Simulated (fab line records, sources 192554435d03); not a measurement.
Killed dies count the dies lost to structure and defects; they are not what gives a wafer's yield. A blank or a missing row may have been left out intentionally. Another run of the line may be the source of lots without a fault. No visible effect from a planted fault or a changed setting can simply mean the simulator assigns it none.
fab line records    flow n5-finfet    part 1 of 2: steps 1 to 23 of 31
record lots=5  wafers=15  last-day=17
route steps=1938 shown MIM_TOP@1837 MIM_TOP_LITHO@1839 MIM_TOP_ETCH@1851 MIM_BOT_LITHO@1854 MIM_BOT_ETCH@1866
lots that met no fault: taken from a fault-free run of the same line
start-h: the number of hours between the record's first day and the start of the first shown wafer of the lot    wait-h: hours since the lot's step before    " as in the row above    L1.1+2: a row that stands for several wafers    - no value present, or no start provided    * or withheld: withheld    < > ~ a bound
route shown NAME@n: names a module that has steps shown in the file, with the first one's number in the route    usual: average and standard deviation across the fault-free wafers    same: alike in all rows    chamber/n: place in a boat    sites: readings site by site    _std_site: standard deviation of those values    _edge_site: the outer-site mean with the inner-site mean subtracted    radius-mm: how far each site lies from the wafer's centre    mask NAME#n: copy n    behind: the most recent tool/chamber to have shaped the wafer    hold: reason for holding the lot/hours on hold/outcome of the hold    device: names the non-switching transistor (n, p or np)    end of line: tests of these same wafers at the route's end    for a step that has no rows: nothing shown but its recipe    killed: count of dies lost to structure and defects at first sort (not the wafer's yield)    map: a wafer's dies, marking killed ones x, the rest . and places with no die _
set.NAME: the run value of the setting; set.NAME@STEP: its run value at that earlier step    model.NAME: the simulator's own value behind a step, which no gauge read
lots at some steps of the route; a table a step, a row a wafer
services: a tool's chamber out of use, with start hour (start-h, from the record's first day; less than 0 if before it), hours out, and reason
## steps
# step N5_MIM_TOP_DEGAS_04
# recipe ambient=vacuum  temp-c=300  time-s=60
# usual heater-power-w=455/39
lot.wafer  tool            chamber  start-h  wait-h  heater-power-w
L083.1     pvd-sputter-02  -        317.66   -       444
L083.2     "               -        "        "       514
L083.4     "               -        "        "       435
L084.1     pvd-sputter-02  -        345.82   -       439
L084.4     "               -        "        "       389
L084.6     "               -        "        "       444
L082.2     pvd-sputter-01  -        346.82   -       494
L082.5     "               -        "        "       458
L082.6     "               -        "        "       482
L086.2     pvd-sputter-02  -        359.57   -       403
L086.3     "               -        "        "       432
L086.4     "               -        "        "       447
L091.4     pvd-sputter-03  -        382.63   -       504
L091.5     "               -        "        "       472
L091.6     "               -        "        "       445
# step N5_MIM_TOP_SPUTTER_03
# recipe material=TiN  target-thk-a=350  temp-c=200  power-w=3000  chamber-pressure-pa=0.49996  gas=Ar  reactive-partial-pa=0.37997  time-s=89.7
# usual throttle-valve-pct=29.9/0.83
lot.wafer  tool            chamber  start-h  wait-h  throttle-valve-pct
L083.1     pvd-sputter-02  -        317.70   0.0     29.8
L083.2     "               -        "        "       29.9
L083.4     "               -        "        "       30.3
L084.1     pvd-sputter-02  -        345.86   0.0     30.9
L084.4     "               -        "        "       29.7
L084.6     "               -        "        "       30.4
L082.2     pvd-sputter-01  -        346.86   0.0     31.1
L082.5     "               -        "        "       30.5
L082.6     "               -        "        "       31.0
L086.2     pvd-sputter-02  -        359.61   0.0     29.7
L086.3     "               -        "        "       30.5
L086.4     "               -        "        "       29.6
L091.4     pvd-sputter-03  -        382.67   0.0     29.9
L091.5     "               -        "        "       27.9
L091.6     "               -        "        "       28.8
# step N5_MIM_TOP_LITHO_HMDS_01
# recipe time-s=60  temp-c=120
# usual exhaust-pa=45.0/0.94
lot.wafer  tool            chamber  start-h  wait-h  exhaust-pa
L083.1     litho-track-02  0        317.81   0.1     44.9
L083.2     "               0        "        "       45.2
L083.4     "               0        "        "       45.9
L084.1     litho-track-02  0        345.97   0.1     44.5
L084.4     "               0        "        "       44.9
L084.6     "               0        "        "       46.0
L082.2     litho-track-02  0        346.97   0.1     45.2
L082.5     "               0        "        "       44.8
L082.6     "               0        "        "       44.4
L086.2     litho-track-04  0        359.71   0.1     44.2
L086.3     "               0        "        "       45.3
L086.4     "               0        "        "       43.6
L091.4     litho-track-04  0        382.78   0.1     44.9
L091.5     "               0        "        "       44.5
L091.6     "               0        "        "       44.3
# step N5_MIM_TOP_LITHO_COAT_02
# recipe spin-rpm=*  resist-thk-nm=*
# usual dispense-pressure-kPa=48/4.9  exhaust-pa=44.9/1
lot.wafer  tool            chamber  start-h  wait-h  dispense-pressure-kPa  exhaust-pa
L083.1     litho-track-02  0        -        -       42                     44.3
L083.2     "               0        "        "       42                     44.6
L083.4     "               0        "        "       42                     43.3
L084.1     litho-track-02  0        -        -       42                     44.1
L084.4     "               0        "        "       42                     44.9
L084.6     "               0        "        "       42                     44.1
L082.2     litho-track-02  0        -        -       42                     44.0
L082.5     "               0        "        "       42                     44.3
L082.6     "               0        "        "       42                     44.1
L086.2     litho-track-04  0        -        -       53                     45.6
L086.3     "               0        "        "       53                     44.2
L086.4     "               0        "        "       53                     44.8
L091.4     litho-track-04  0        -        -       53                     45.9
L091.5     "               0        "        "       53                     46.3
L091.6     "               0        "        "       53                     44.9
# step N5_MIM_TOP_LITHO_EBR_04
# recipe solvent=PGMEA  ebr-width-mm=1.5
# usual exhaust-pa=45.0/1.1
# same ebr-width-mm=1.5
lot.wafer  tool            chamber  start-h  wait-h  exhaust-pa
L083.1     litho-track-02  0        -        -       44.1
L083.2     "               0        "        "       45.0
L083.4     "               0        "        "       44.3
L084.1     litho-track-02  0        -        -       44.0
L084.4     "               0        "        "       43.7
L084.6     "               0        "        "       44.7
L082.2     litho-track-02  0        -        -       44.8
L082.5     "               0        "        "       45.3
L082.6     "               0        "        "       44.9
L086.2     litho-track-04  0        -        -       44.7
L086.3     "               0        "        "       45.4
L086.4     "               0        "        "       45.9
L091.4     litho-track-04  0        -        -       44.8
L091.5     "               0        "        "       44.4
L091.6     "               0        "        "       44.4
# step N5_MIM_TOP_LITHO_SOFTBAKE_03
# recipe temp-c=100  time-s=90
# usual exhaust-pa=44.9/0.88
lot.wafer  tool            chamber  start-h  wait-h  exhaust-pa
L083.1     litho-track-02  0        -        -       44.8
L083.2     "               0        "        "       45.0
L083.4     "               0        "        "       44.7
L084.1     litho-track-02  0        -        -       45.4
L084.4     "               0        "        "       47.1
L084.6     "               0        "        "       45.9
L082.2     litho-track-02  0        -        -       44.2
L082.5     "               0        "        "       45.5
L082.6     "               0        "        "       44.9
L086.2     litho-track-04  0        -        -       46.3
L086.3     "               0        "        "       44.6
L086.4     "               0        "        "       44.5
L091.4     litho-track-04  0        -        -       44.9
L091.5     "               0        "        "       45.7
L091.6     "               0        "        "       44.2
# step N5_MIM_TOP_LITHO_EXPOSE_05
# recipe mask-id=MIM_TOP  na=0.55  source-shape=conventional  sigma-outer=0.8  polarization=unpolarized  target-cd-nm=2000  dose-mj=20.5
lot.wafer   tool            chamber  start-h  wait-h  mask
L083.1+2+4  krf-scanner-01  0        318.08   -       MIM_TOP#0
L084.1+4+6  krf-scanner-01  0        346.08   -       MIM_TOP#0
L082.2+5+6  krf-scanner-01  0        347.08   -       MIM_TOP#0
L086.2+3+4  krf-scanner-02  0        359.83   -       MIM_TOP#0
L091.4+5+6  krf-scanner-01  0        382.91   -       MIM_TOP#0
# step N5_MIM_TOP_LITHO_PEB_06
# recipe peb-temp-c=withheld  peb-time-s=*
# usual exhaust-pa=44.8/0.8
lot.wafer  tool            chamber  start-h  wait-h  exhaust-pa
L083.1     litho-track-05  0        318.14   0.1     45.5
L083.2     "               0        "        "       44.8
L083.4     "               0        "        "       44.5
L084.1     litho-track-02  0        346.13   0.1     44.5
L084.4     "               0        "        "       45.0
L084.6     "               0        "        "       45.1
L082.2     litho-track-04  0        347.13   0.0     43.9
L082.5     "               0        "        "       44.0
L082.6     "               0        "        "       44.5
L086.2     litho-track-04  0        359.88   0.0     43.6
L086.3     "               0        "        "       44.6
L086.4     "               0        "        "       44.4
L091.4     litho-track-05  0        382.95   0.0     45.2
L091.5     "               0        "        "       46.0
L091.6     "               0        "        "       44.9
# step N5_MIM_TOP_LITHO_DEVELOP_07
# recipe develop-time-s=60  rinse-liquid=diw  dry=air-spin  dev-temp-c=21
# usual exhaust-pa=45.0/0.8
lot.wafer  tool            chamber  start-h  wait-h  exhaust-pa
L083.1     litho-track-05  0        -        -       45.6
L083.2     "               0        "        "       46.2
L083.4     "               0        "        "       45.6
L084.1     litho-track-02  0        -        -       44.4
L084.4     "               0        "        "       45.7
L084.6     "               0        "        "       45.9
L082.2     litho-track-04  0        -        -       46.4
L082.5     "               0        "        "       45.0
L082.6     "               0        "        "       44.1
L086.2     litho-track-04  0        -        -       45.8
L086.3     "               0        "        "       45.9
L086.4     "               0        "        "       45.7
L091.4     litho-track-05  0        -        -       43.4
L091.5     "               0        "        "       43.3
L091.6     "               0        "        "       44.5
# step N5_MIM_TOP_LITHO_HARDBAKE_09
# recipe temp-c=130  time-s=120
# usual exhaust-pa=44.6/0.89
lot.wafer  tool            chamber  start-h  wait-h  exhaust-pa
L083.1     litho-track-05  0        -        -       44.7
L083.2     "               0        "        "       44.9
L083.4     "               0        "        "       44.0
L084.1     litho-track-02  0        -        -       45.2
L084.4     "               0        "        "       43.9
L084.6     "               0        "        "       45.1
L082.2     litho-track-04  0        -        -       42.1
L082.5     "               0        "        "       43.7
L082.6     "               0        "        "       44.6
L086.2     litho-track-04  0        -        -       44.8
L086.3     "               0        "        "       45.8
L086.4     "               0        "        "       44.4
L091.4     litho-track-05  0        -        -       44.8
L091.5     "               0        "        "       45.2
L091.6     "               0        "        "       44.5
# step N5_MIM_TOP_LITHO_CD_MEAS_08
# recipe target-cd-nm=2000  landing-energy-ev=500  detector=se-inlens
# usual cd-nm=2000.2/2.1
lot.wafer  tool       chamber  start-h  wait-h  cd-nm
L083.1     cd-sem-03  0        318.26   -       2000.9
L083.2     "          0        "        "       2002.6
L083.4     "          0        "        "       2000.9
L084.1     cd-sem-03  0        346.25   -       1997.7
L084.4     "          0        "        "       1997.0
L084.6     "          0        "        "       1998.2
L082.2     cd-sem-01  0        347.25   -       2002.3
L082.5     "          0        "        "       1999.5
L082.6     "          0        "        "       1998.7
L086.2     cd-sem-03  0        360.00   -       1997.4
L086.3     "          0        "        "       1995.2
L086.4     "          0        "        "       1997.7
L091.4     cd-sem-03  0        383.07   -       2000.4
L091.5     "          0        "        "       2002.3
L091.6     "          0        "        "       2002.3
# step N5_MIM_TOP_LITHO_OVL_MEAS_11
# recipe points-per-wafer=44
# usual MIM_TOP_OVL=3/5.6
lot.wafer  tool        chamber  start-h  wait-h  MIM_TOP_OVL[nm]
L083.1     overlay-02  0        318.29   0.0     4
L083.2     "           0        "        "       1
L083.4     "           0        "        "       -5
L084.1     overlay-02  0        346.28   0.0     3
L084.4     "           0        "        "       5
L084.6     "           0        "        "       9
L082.2     overlay-01  0        347.28   0.0     1
L082.5     "           0        "        "       5
L082.6     "           0        "        "       2
L086.2     overlay-02  0        360.03   0.0     5
L086.3     "           0        "        "       2
L086.4     "           0        "        "       12
L091.4     overlay-02  0        383.10   0.0     11
L091.5     "           0        "        "       7
L091.6     "           0        "        "       8
# step N5_MIM_TOP_LITHO_INSPECT_12
# recipe mode=adi  inspect-instrument=macro
# usual raw-defect-count=2.0/1.4
lot.wafer  tool               chamber  start-h  wait-h  raw-defect-count
L083.1     defect-inspect-01  -        318.31   0.0     3
L083.2     "                  -        "        "       0
L083.4     "                  -        "        "       2
L084.1     defect-inspect-02  -        346.31   0.0     3
L084.4     "                  -        "        "       1
L084.6     "                  -        "        "       5
L082.2     defect-inspect-02  -        347.31   0.0     2
L082.5     "                  -        "        "       5
L082.6     "                  -        "        "       1
L086.2     defect-inspect-01  -        360.05   0.0     1
L086.3     "                  -        "        "       2
L086.4     "                  -        "        "       1
L091.4     defect-inspect-01  -        383.12   0.0     3
L091.5     "                  -        "        "       2
L091.6     "                  -        "        "       3
# step N5_MIM_TOP_LITHO_DESCUM_10
# recipe chemistry=O2  time-s=7.9  source-power-w=50  bias-power-w=20  pressure-mtorr=20  rf-frequency-hz=2.712e+07  temp-c=40  o2-flow-sccm=225
# usual drypump-motor-current-A=5.7/0.41  oes-product-au=0.83/0.076  rf-vpp-V=243.3/1.5  showerhead-plenum-p-Torr=2.11/0.084  throttle-valve-pct=20.41/0.21
lot.wafer  tool         chamber  start-h  wait-h  drypump-motor-current-A  oes-product-au  rf-hours-counter-h  rf-vpp-V  showerhead-plenum-p-Torr  throttle-valve-pct
L083.1     rie-diel-03  3        318.35   0.0     6.6                      0.77            124                 244.6     2.18                      20.30
L083.2     "            1        "        "       5.7                      0.90            34                  243.4     2.13                      20.40
L083.4     "            0        "        "       5.4                      0.70            230                 241.0     2.00                      20.65
L084.1     rie-diel-03  0        346.34   0.0     5.3                      0.69            243                 240.4     2.00                      20.66
L084.4     "            1        "        "       5.7                      0.90            41                  244.7     2.13                      20.41
L084.6     "            2        "        "       5.7                      0.83            -                   245.0     2.20                      20.45
L082.2     rie-diel-03  3        347.41   0.1     6.6                      0.75            136                 245.3     2.18                      20.31
L082.5     "            2        "        "       5.7                      0.83            -                   245.3     2.20                      20.45
L082.6     "            1        "        "       5.7                      0.89            -                   243.3     2.13                      20.43
L086.2     rie-diel-03  0        360.08   0.0     5.3                      0.69            247                 240.3     1.99                      20.66
L086.3     "            3        "        "       6.6                      0.76            140                 244.8     2.18                      20.31
L086.4     "            1        "        "       5.7                      0.89            46                  245.3     2.12                      20.44
L091.4     rie-diel-01  3        383.27   0.1     5.5                      0.90            -                   243.3     2.06                      20.23
L091.5     "            1        "        "       5.3                      0.88            -                   244.1     2.24                      20.82
L091.6     "            2        "        "       5.8                      0.87            -                   242.7     2.05                      20.26
# step N5_MIM_TOP_ETCH_ETCH_00
# recipe chemistry=Cl2/BCl3  target=TiN  target-depth-a=385  ion-energy-ev=150  pressure-mtorr=10  icp-w=1000  bias-w=126  Cl2_flow_sccm=53.25  bcl3-flow-sccm=21.75  Ar_flow_sccm=25
# usual drypump-motor-current-A=5.66/0.24  oes_ar_750_au=0.83/0.077  oes-product-au=0.84/0.083  throttle-valve-pct=22.78/0.26
lot.wafer  tool          chamber  start-h  wait-h  drypump-motor-current-A  oes_ar_750_au  oes-product-au  rf-hours-counter-h  throttle-valve-pct
L083.1     rie-metal-01  1        318.44   0.1     5.37                     0.66           0.67            85                  23.15
L083.2     "             0        "        "       5.61                     0.83           0.83            26                  22.56
L083.4     "             0        "        "       5.59                     0.84           0.83            -                   22.56
L084.1     rie-metal-03  0        346.43   0.1     5.94                     0.87           0.88            15                  22.41
L084.4     "             0        "        "       5.92                     0.88           0.89            -                   22.43
L084.6     "             1        "        "       5.25                     0.79           0.81            -                   22.54
L082.2     rie-metal-02  0        347.50   0.1     5.78                     0.88           0.89            13                  22.98
L082.5     "             1        "        "       5.89                     0.89           0.93            -                   22.87
L082.6     "             0        "        "       5.82                     0.87           0.89            -                   22.97
L086.2     rie-metal-01  0        360.17   0.1     5.57                     0.83           0.83            29                  22.57
L086.3     "             0        "        "       5.58                     0.83           0.83            -                   22.58
L086.4     "             1        "        "       5.39                     0.66           0.65            -                   23.14
L091.4     rie-metal-01  0        383.36   0.1     5.56                     0.82           0.83            -                   22.57
L091.5     "             1        "        "       5.39                     0.65           0.66            -                   23.17
L091.6     "             0        "        "       5.58                     0.82           0.82            -                   22.56
# step N5_MIM_TOP_ETCH_STRIP_01
# recipe chemistry=O2  power-w=600  temp-c=60  pressure-mtorr=30  rf-frequency-hz=6e+07  bias-power-w=0  overash-fraction=0.5  o2-flow-sccm=225
# usual drypump-motor-current-A=5.6/0.48  oes-product-au=0.82/0.082  rf-vpp-V=3.7/1.3  showerhead-plenum-p-Torr=2.11/0.086  throttle-valve-pct=16.74/0.23
lot.wafer  tool         chamber  start-h  wait-h  drypump-motor-current-A  oes-product-au  rf-hours-counter-h  rf-vpp-V  showerhead-plenum-p-Torr  throttle-valve-pct
L083.1     rie-diel-04  0        318.59   0.1     4.8                      0.84            51                  4.5       2.23                      16.58
L083.2     "            2        "        "       6.1                      0.82            81                  2.3       2.19                      16.81
L083.4     "            1        "        "       5.2                      1.01            11                  7.1       2.04                      16.41
L084.1     rie-diel-04  2        346.57   0.1     6.1                      0.77            89                  4.0       2.19                      16.81
L084.4     "            0        "        "       4.8                      0.81            59                  2.7       2.22                      16.55
L084.6     "            1        "        "       5.2                      0.95            -                   1.4       2.04                      16.36
L082.2     rie-diel-04  1        347.64   0.1     5.2                      0.96            19                  4.2       2.04                      16.36
L082.5     "            1        "        "       5.2                      0.97            -                   5.1       2.04                      16.43
L082.6     "            0        "        "       4.8                      0.84            -                   2.4       2.22                      16.60
L086.2     rie-diel-05  2        360.31   0.1     5.5                      0.75            144                 2.3       2.01                      16.83
L086.3     "            0        "        "       5.4                      0.91            19                  4.8       2.22                      16.47
L086.4     "            1        "        "       6.2                      0.68            243                 3.3       2.07                      17.02
L091.4     rie-diel-02  2        383.61   0.2     5.8                      0.80            -                   5.1       2.20                      16.64
L091.5     "            3        "        "       5.7                      0.82            -                   4.8       2.03                      16.72
L091.6     "            1        "        "       5.0                      0.83            -                   4.2       2.02                      16.79
# step N5_MIM_TOP_ETCH_PECVD_03
# recipe material=SiNx  target-thk-a=200  temp-c=400  precursor=SiH4/NH3/N2  pressure-torr=1.5  rf-w=300  time-s=17.6
# usual heater-power-w=801/95  showerhead-plenum-p-Torr=5.15/0.08  throttle-valve-pct=40.4/1.8
lot.wafer  tool      chamber  start-h  wait-h  heater-power-w  showerhead-plenum-p-Torr  throttle-valve-pct
L083.1     pecvd-02  1        318.65   -       756             5.14                      42.4
L083.2     "         0        "        "       778             5.23                      40.3
L083.4     "         1        "        "       609             5.14                      42.2
L084.1     pecvd-03  2        346.63   -       638             5.20                      38.7
L084.4     "         0        "        "       878             5.21                      42.7
L084.6     "         1        "        "       923             5.00                      41.8
L082.2     pecvd-02  2        347.70   -       687             5.16                      37.9
L082.5     "         0        "        "       847             5.22                      40.2
L082.6     "         1        "        "       703             5.14                      42.3
L086.2     pecvd-03  2        360.38   -       735             5.18                      39.0
L086.3     "         0        "        "       985             5.24                      42.7
L086.4     "         2        "        "       743             5.18                      38.9
L091.4     pecvd-03  0        383.68   -       931             5.21                      42.8
L091.5     "         0        "        "       941             5.22                      42.9
L091.6     "         1        "        "       826             5.00                      41.8
# step N5_MIM_BOT_LITHO_HMDS_01
# recipe time-s=60  temp-c=120
# usual exhaust-pa=44.8/0.97
lot.wafer  tool            chamber  start-h  wait-h  exhaust-pa
L083.1     litho-track-01  0        318.72   0.0     44.5
L083.2     "               0        "        "       44.1
L083.4     "               0        "        "       42.5
L084.1     litho-track-04  0        346.70   0.0     43.9
L084.4     "               0        "        "       43.3
L084.6     "               0        "        "       44.1
L082.2     litho-track-01  0        347.77   0.0     46.5
L082.5     "               0        "        "       44.4
L082.6     "               0        "        "       45.2
L086.2     litho-track-01  0        360.45   0.0     44.9
L086.3     "               0        "        "       43.4
L086.4     "               0        "        "       44.2
L091.4     litho-track-04  0        383.75   0.1     44.3
L091.5     "               0        "        "       45.0
L091.6     "               0        "        "       45.8
# step N5_MIM_BOT_LITHO_COAT_02
# recipe spin-rpm=*  resist-thk-nm=*
# usual dispense-pressure-kPa=49.9/2.3  exhaust-pa=44.9/0.92
lot.wafer  tool            chamber  start-h  wait-h  dispense-pressure-kPa  exhaust-pa
L083.1     litho-track-01  0        -        -       47.7                   44.4
L083.2     "               0        "        "       47.6                   44.6
L083.4     "               0        "        "       47.7                   44.1
L084.1     litho-track-04  0        -        -       52.8                   45.9
L084.4     "               0        "        "       52.8                   46.8
L084.6     "               0        "        "       52.8                   45.4
L082.2     litho-track-01  0        -        -       47.6                   44.4
L082.5     "               0        "        "       47.7                   46.4
L082.6     "               0        "        "       47.7                   45.8
L086.2     litho-track-01  0        -        -       47.7                   44.5
L086.3     "               0        "        "       47.7                   46.0
L086.4     "               0        "        "       47.7                   45.1
L091.4     litho-track-04  0        -        -       52.8                   45.0
L091.5     "               0        "        "       52.8                   45.5
L091.6     "               0        "        "       52.8                   45.7
# step N5_MIM_BOT_LITHO_EBR_04
# recipe solvent=PGMEA  ebr-width-mm=1.5
# usual exhaust-pa=45.2/0.85
# same ebr-width-mm=1.5
lot.wafer  tool            chamber  start-h  wait-h  exhaust-pa
L083.1     litho-track-01  0        -        -       45.6
L083.2     "               0        "        "       45.2
L083.4     "               0        "        "       46.2
L084.1     litho-track-04  0        -        -       45.9
L084.4     "               0        "        "       44.7
L084.6     "               0        "        "       44.3
L082.2     litho-track-01  0        -        -       44.0
L082.5     "               0        "        "       44.8
L082.6     "               0        "        "       45.0
L086.2     litho-track-01  0        -        -       45.8
L086.3     "               0        "        "       44.9
L086.4     "               0        "        "       46.2
L091.4     litho-track-04  0        -        -       43.7
L091.5     "               0        "        "       44.1
L091.6     "               0        "        "       44.3
# step N5_MIM_BOT_LITHO_SOFTBAKE_03
# recipe temp-c=100  time-s=90
# usual exhaust-pa=45.2/0.86
lot.wafer  tool            chamber  start-h  wait-h  exhaust-pa
L083.1     litho-track-01  0        -        -       44.1
L083.2     "               0        "        "       44.9
L083.4     "               0        "        "       45.5
L084.1     litho-track-04  0        -        -       45.8
L084.4     "               0        "        "       44.5
L084.6     "               0        "        "       45.2
L082.2     litho-track-01  0        -        -       45.3
L082.5     "               0        "        "       45.4
L082.6     "               0        "        "       46.5
L086.2     litho-track-01  0        -        -       44.5
L086.3     "               0        "        "       45.6
L086.4     "               0        "        "       44.2
L091.4     litho-track-04  0        -        -       44.2
L091.5     "               0        "        "       43.8
L091.6     "               0        "        "       45.7
# step N5_MIM_BOT_LITHO_EXPOSE_05
# recipe mask-id=MIM_BOT  na=0.55  source-shape=conventional  sigma-outer=0.8  polarization=unpolarized  dose-mj=24.25
lot.wafer   tool            chamber  start-h  wait-h  mask
L083.1+2+4  krf-scanner-01  0        318.96   -       MIM_BOT#0
L084.1+4+6  krf-scanner-02  0        346.94   -       MIM_BOT#0
L082.2+5+6  krf-scanner-01  0        348.01   -       MIM_BOT#0
L086.2+3+4  krf-scanner-01  0        360.69   -       MIM_BOT#0
L091.4+5+6  krf-scanner-01  0        384.00   -       MIM_BOT#0
# step N5_MIM_BOT_LITHO_PEB_06
# recipe peb-temp-c=withheld  peb-time-s=*
# usual exhaust-pa=44.8/0.94
lot.wafer  tool            chamber  start-h  wait-h  exhaust-pa
L083.1     litho-track-04  0        319.01   0.1     44.1
L083.2     "               0        "        "       45.8
L083.4     "               0        "        "       44.8
L084.1     litho-track-04  0        346.99   0.1     45.0
L084.4     "               0        "        "       44.8
L084.6     "               0        "        "       45.9
L082.2     litho-track-01  0        348.06   0.0     46.3
L082.5     "               0        "        "       46.7
L082.6     "               0        "        "       46.0
L086.2     litho-track-04  0        360.74   0.0     44.9
L086.3     "               0        "        "       44.4
L086.4     "               0        "        "       44.6
L091.4     litho-track-04  0        384.04   0.0     44.0
L091.5     "               0        "        "       43.9
L091.6     "               0        "        "       44.4
